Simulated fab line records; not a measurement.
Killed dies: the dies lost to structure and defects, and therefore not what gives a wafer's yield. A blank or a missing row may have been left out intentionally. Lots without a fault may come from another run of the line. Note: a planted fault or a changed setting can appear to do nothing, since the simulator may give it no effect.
What tool caused it? || flow nand_harc || 42 wafers from 14 lots sampled at 6 of the route's 1302 steps

== WHAT EACH GAUGE READ, for each wafer ==
NHARC_P_GATE_INSPECT_68. Usual: raw_defect_count reads 196 (standard deviation 74).
{"lot": "L194", "measured": "day 5 23:52", "on": "defect_inspect-02", "raw_defect_count": "151 130 244", "flag": ""}
{"lot": "L200", "measured": "day 8 09:52", "on": "defect_inspect-01", "raw_defect_count": "1356 1259 1300", "flag": "OFF"}
{"lot": "L202", "measured": "day 9 08:07", "on": "defect_inspect-02", "raw_defect_count": "1488 1386 1480", "flag": "OFF"}
{"lot": "L206", "measured": "day 10 18:54", "on": "defect_inspect-02", "raw_defect_count": "319 302 344", "flag": ""}
{"lot": "L207", "measured": "day 11 05:07", "on": "defect_inspect-02", "raw_defect_count": "311 183 201", "flag": ""}
{"lot": "L209", "measured": "day 11 20:29", "on": "defect_inspect-01", "raw_defect_count": "165 104 135", "flag": ""}
{"lot": "L210", "measured": "day 12 20:22", "on": "defect_inspect-02", "raw_defect_count": "195 120 181", "flag": ""}
{"lot": "L211", "measured": "day 12 22:13", "on": "defect_inspect-01", "raw_defect_count": "269 338 197", "flag": ""}
{"lot": "L212", "measured": "day 13 16:10", "on": "defect_inspect-01", "raw_defect_count": "172 208 241", "flag": ""}
{"lot": "L213", "measured": "day 14 00:25", "on": "defect_inspect-01", "raw_defect_count": "446 264 342", "flag": ""}
{"lot": "L215", "measured": "day 14 11:03", "on": "defect_inspect-01", "raw_defect_count": "139 232 131", "flag": ""}
{"lot": "L214", "measured": "day 14 11:49", "on": "defect_inspect-02", "raw_defect_count": "200 188 180", "flag": ""}
{"lot": "L216", "measured": "day 14 21:37", "on": "defect_inspect-01", "raw_defect_count": "124 189 151", "flag": ""}
{"lot": "L217", "measured": "day 15 11:50", "on": "defect_inspect-02", "raw_defect_count": "189 202 185", "flag": ""}

NHARC_P_CONTACT_CD_MEAS_12: target cd 90 nm. Usual: cd_nm reads 90.1 nm (standard deviation 0.45).
{"lot": "L194", "measured": "day 6 01:29", "on": "cd_sem-02", "cd_nm (nm)": "89.9 89.9 89.6", "flag": ""}
{"lot": "L200", "measured": "day 8 11:22", "on": "cd_sem-01", "cd_nm (nm)": "89.6 90.0 89.5", "flag": ""}
{"lot": "L202", "measured": "day 9 09:44", "on": "cd_sem-02", "cd_nm (nm)": "90.3 89.3 89.5", "flag": ""}
{"lot": "L206", "measured": "day 10 20:33", "on": "cd_sem-03", "cd_nm (nm)": "90.1 90.2 90.8", "flag": ""}
{"lot": "L207", "measured": "day 11 06:44", "on": "cd_sem-02", "cd_nm (nm)": "90.4 90.5 90.0", "flag": ""}
{"lot": "L209", "measured": "day 11 21:59", "on": "cd_sem-02", "cd_nm (nm)": "90.6 90.2 90.6", "flag": ""}
{"lot": "L210", "measured": "day 12 21:59", "on": "cd_sem-02", "cd_nm (nm)": "89.5 89.4 89.5", "flag": ""}
{"lot": "L211", "measured": "day 13 00:04", "on": "cd_sem-03", "cd_nm (nm)": "90.5 90.3 90.1", "flag": ""}
{"lot": "L212", "measured": "day 13 17:40", "on": "cd_sem-03", "cd_nm (nm)": "90.6 90.6 90.8", "flag": ""}
{"lot": "L213", "measured": "day 14 02:02", "on": "cd_sem-01", "cd_nm (nm)": "91.1 90.1 90.5", "flag": ""}
{"lot": "L215", "measured": "day 14 12:32", "on": "cd_sem-02", "cd_nm (nm)": "90.1 89.7 90.4", "flag": ""}
{"lot": "L214", "measured": "day 14 13:25", "on": "cd_sem-03", "cd_nm (nm)": "90.5 90.4 90.5", "flag": ""}
{"lot": "L216", "measured": "day 14 23:13", "on": "cd_sem-03", "cd_nm (nm)": "90.6 91.0 90.2", "flag": ""}
{"lot": "L217", "measured": "day 15 13:19", "on": "cd_sem-03", "cd_nm (nm)": "89.4 89.2 88.9", "flag": ""}

NHARC_END_SORT_01. Usual: killed_at_array 46, standard deviation 15; killed_at_other 0.8, standard deviation 1.1; killed_at_periphery 4.0, standard deviation 2.9; killed_dies 50, standard deviation 15; killed_open 3.2, standard deviation 1.8; killed_short 2.3, standard deviation 1.6.
{"lot": "L200", "measured": "day 27 00:16", "on": "prober-02", "killed_at_array": "39 25 27", "killed_at_other": "0 0 0", "killed_at_periphery": "100 58 45", "killed_dies": "139 83 72", "killed_open": "2 1 1", "killed_short": "2 1 2", "flag": "OFF"}
{"lot": "L202", "measured": "day 27 14:41", "on": "prober-01", "killed_at_array": "20 17 15", "killed_at_other": "0 1 0", "killed_at_periphery": "107 47 100", "killed_dies": "127 65 115", "killed_open": "3 3 1", "killed_short": "0 0 1", "flag": "OFF"}

== WHICH TOOL RAN EACH LOT (tool, then ch and the chambers of the sampled wafers, then the start) ==
{"lot": "L194", "NHARC_P_GATE_STRIP_95": "plasma_asher-02 ch 0,1, day 5 21:58", "NHARC_P_GATE_SPUTTER_79": "pvd_sputter-01, day 5 23:04", "NHARC_P_CONTACT_CMP_01": "cmp-02 ch 0,1,2, day 6 00:42"}
{"lot": "L200", "NHARC_P_GATE_STRIP_95": "plasma_asher-02 ch 0,1, day 8 07:44", "NHARC_P_GATE_SPUTTER_79": "pvd_sputter-01, day 8 08:55", "NHARC_P_CONTACT_CMP_01": "cmp-01 ch 1,2,3, day 8 10:41"}
{"lot": "L202", "NHARC_P_GATE_STRIP_95": "plasma_asher-01 ch 0,1, day 9 06:18", "NHARC_P_GATE_SPUTTER_79": "pvd_sputter-01, day 9 07:21", "NHARC_P_CONTACT_CMP_01": "cmp-01 ch 0,1,3, day 9 08:54"}
{"lot": "L206", "NHARC_P_GATE_STRIP_95": "plasma_asher-02 ch 0,1, day 10 16:52", "NHARC_P_GATE_SPUTTER_79": "pvd_sputter-02, day 10 17:54", "NHARC_P_CONTACT_CMP_01": "cmp-01 ch 0,1,3, day 10 19:50"}
{"lot": "L207", "NHARC_P_GATE_STRIP_95": "plasma_asher-02 ch 0,1, day 11 03:20", "NHARC_P_GATE_SPUTTER_79": "pvd_sputter-02, day 11 04:22", "NHARC_P_CONTACT_CMP_01": "cmp-04 ch 1,2, day 11 05:56"}
{"lot": "L209", "NHARC_P_GATE_STRIP_95": "plasma_asher-01 ch 0,1, day 11 18:42", "NHARC_P_GATE_SPUTTER_79": "pvd_sputter-01, day 11 19:44", "NHARC_P_CONTACT_CMP_01": "cmp-04 ch 2,3, day 11 21:17"}
{"lot": "L210", "NHARC_P_GATE_STRIP_95": "plasma_asher-02 ch 0,1, day 12 18:27", "NHARC_P_GATE_SPUTTER_79": "pvd_sputter-01, day 12 19:33", "NHARC_P_CONTACT_CMP_01": "cmp-02 ch 1,2,3, day 12 21:10"}
{"lot": "L211", "NHARC_P_GATE_STRIP_95": "plasma_asher-01 ch 0,1, day 12 20:24", "NHARC_P_GATE_SPUTTER_79": "pvd_sputter-01, day 12 21:26", "NHARC_P_CONTACT_CMP_01": "cmp-02 ch 0,1,3, day 12 23:14"}
{"lot": "L212", "NHARC_P_GATE_STRIP_95": "plasma_asher-01 ch 0,1, day 13 14:20", "NHARC_P_GATE_SPUTTER_79": "pvd_sputter-02, day 13 15:22", "NHARC_P_CONTACT_CMP_01": "cmp-04 ch 0,2,3, day 13 16:59"}
{"lot": "L213", "NHARC_P_GATE_STRIP_95": "plasma_asher-02 ch 0,1, day 13 22:37", "NHARC_P_GATE_SPUTTER_79": "pvd_sputter-02, day 13 23:40", "NHARC_P_CONTACT_CMP_01": "cmp-02 ch 2,3, day 14 01:12"}
{"lot": "L215", "NHARC_P_GATE_STRIP_95": "plasma_asher-02 ch 0,1, day 14 09:13", "NHARC_P_GATE_SPUTTER_79": "pvd_sputter-03, day 14 10:16", "NHARC_P_CONTACT_CMP_01": "cmp-02 ch 0,1,3, day 14 11:51"}
{"lot": "L214", "NHARC_P_GATE_STRIP_95": "plasma_asher-02 ch 1, day 14 10:00", "NHARC_P_GATE_SPUTTER_79": "pvd_sputter-03, day 14 11:02", "NHARC_P_CONTACT_CMP_01": "cmp-04 ch 2,3, day 14 12:36"}
{"lot": "L216", "NHARC_P_GATE_STRIP_95": "plasma_asher-01 ch 0,1, day 14 19:48", "NHARC_P_GATE_SPUTTER_79": "pvd_sputter-03, day 14 20:51", "NHARC_P_CONTACT_CMP_01": "cmp-01 ch 0,2, day 14 22:24"}
{"lot": "L217", "NHARC_P_GATE_STRIP_95": "plasma_asher-02 ch 0,1, day 15 10:01", "NHARC_P_GATE_SPUTTER_79": "pvd_sputter-01, day 15 11:03", "NHARC_P_CONTACT_CMP_01": "cmp-02 ch 0,1,3, day 15 12:37"}
- NHARC_P_GATE_STRIP_95: strips in O2.
- NHARC_P_GATE_SPUTTER_79: material TiN, target thk 10 nm.
- NHARC_P_CONTACT_CMP_01: polishes SiO2, target thk 200 nm.

== WHAT THE TOOLS THEMSELVES READ (means of the sampled wafers that have a number; where no wafer has one, the mark that the record gives instead) ==
NHARC_P_GATE_STRIP_95. Usual: drypump_motor_current_A 5.9 A, standard deviation 0.31; heater_power_w 338 W, standard deviation 27.
{"lot": "L194", "tool": "plasma_asher-02", "drypump_motor_current_A (A)": 5.7, "heater_power_w (W)": 317, "flag": ""}
{"lot": "L200", "tool": "plasma_asher-02", "drypump_motor_current_A (A)": 5.7, "heater_power_w (W)": 310, "flag": ""}
{"lot": "L202", "tool": "plasma_asher-01", "drypump_motor_current_A (A)": 6.0, "heater_power_w (W)": 368, "flag": ""}
{"lot": "L206", "tool": "plasma_asher-02", "drypump_motor_current_A (A)": 5.9, "heater_power_w (W)": 315, "flag": ""}
{"lot": "L207", "tool": "plasma_asher-02", "drypump_motor_current_A (A)": 5.9, "heater_power_w (W)": 314, "flag": ""}
{"lot": "L209", "tool": "plasma_asher-01", "drypump_motor_current_A (A)": 6.1, "heater_power_w (W)": 361, "flag": ""}
{"lot": "L210", "tool": "plasma_asher-02", "drypump_motor_current_A (A)": 5.7, "heater_power_w (W)": 314, "flag": ""}
{"lot": "L211", "tool": "plasma_asher-01", "drypump_motor_current_A (A)": 6.1, "heater_power_w (W)": 363, "flag": ""}
{"lot": "L212", "tool": "plasma_asher-01", "drypump_motor_current_A (A)": 6.0, "heater_power_w (W)": 368, "flag": ""}
{"lot": "L213", "tool": "plasma_asher-02", "drypump_motor_current_A (A)": 5.9, "heater_power_w (W)": 316, "flag": ""}
{"lot": "L215", "tool": "plasma_asher-02", "drypump_motor_current_A (A)": 5.9, "heater_power_w (W)": 315, "flag": ""}
{"lot": "L214", "tool": "plasma_asher-02", "drypump_motor_current_A (A)": 5.4, "heater_power_w (W)": 305, "flag": ""}
{"lot": "L216", "tool": "plasma_asher-01", "drypump_motor_current_A (A)": 6.1, "heater_power_w (W)": 368, "flag": ""}
{"lot": "L217", "tool": "plasma_asher-02", "drypump_motor_current_A (A)": 5.9, "heater_power_w (W)": 316, "flag": ""}

NHARC_P_CONTACT_CMP_01. Usual: motor_current_A reads 12.5 A (standard deviation 0.91).
{"lot": "L194", "tool": "cmp-02", "motor_current_A (A)": 12.0, "flag": ""}
{"lot": "L200", "tool": "cmp-01", "motor_current_A (A)": 12.7, "flag": ""}
{"lot": "L202", "tool": "cmp-01", "motor_current_A (A)": 12.4, "flag": ""}
{"lot": "L206", "tool": "cmp-01", "motor_current_A (A)": 12.5, "flag": ""}
{"lot": "L207", "tool": "cmp-04", "motor_current_A (A)": 12.6, "flag": ""}
{"lot": "L209", "tool": "cmp-04", "motor_current_A (A)": 13.4, "flag": ""}
{"lot": "L210", "tool": "cmp-02", "motor_current_A (A)": 12.2, "flag": ""}
{"lot": "L211", "tool": "cmp-02", "motor_current_A (A)": 11.8, "flag": ""}
{"lot": "L212", "tool": "cmp-04", "motor_current_A (A)": 12.9, "flag": ""}
{"lot": "L213", "tool": "cmp-02", "motor_current_A (A)": 12.9, "flag": ""}
{"lot": "L215", "tool": "cmp-02", "motor_current_A (A)": 12.1, "flag": ""}
{"lot": "L214", "tool": "cmp-04", "motor_current_A (A)": 13.3, "flag": ""}
{"lot": "L216", "tool": "cmp-01", "motor_current_A (A)": 12.5, "flag": ""}
{"lot": "L217", "tool": "cmp-02", "motor_current_A (A)": 12.3, "flag": ""}

== THE ANSWER, worked out from the rows above alone ==
Rule: take the mean of a lot's wafers that have a number; if it is more than 3 standard deviations from the usual mean, the lot is off. A lot without any number at a reading at which 4 lots or more have one is off too. Where the step has rows for the other lots, those lots are counted as sound. The gauges are gone through in route order, then the tools' own readings, and for those a lot's mean is taken as printed above. At the first step where some lot is off, the reading lying furthest off is the one used; lots without a number count as furthest.
Off at NHARC_P_GATE_INSPECT_68 (raw_defect_count): L200, L202.
A tool fits if, at a process step before that reading, it ran every lot that is off, and no sound lot after the first of them. Not tried: the gauges at NHARC_P_GATE_INSPECT_68; whatever is off there is also off at NHARC_END_SORT_01, on other tools, and gauge error can't account for it. Not one of the candidates tried fits.

== WHAT THE SIMULATOR HAD INSERTED ==
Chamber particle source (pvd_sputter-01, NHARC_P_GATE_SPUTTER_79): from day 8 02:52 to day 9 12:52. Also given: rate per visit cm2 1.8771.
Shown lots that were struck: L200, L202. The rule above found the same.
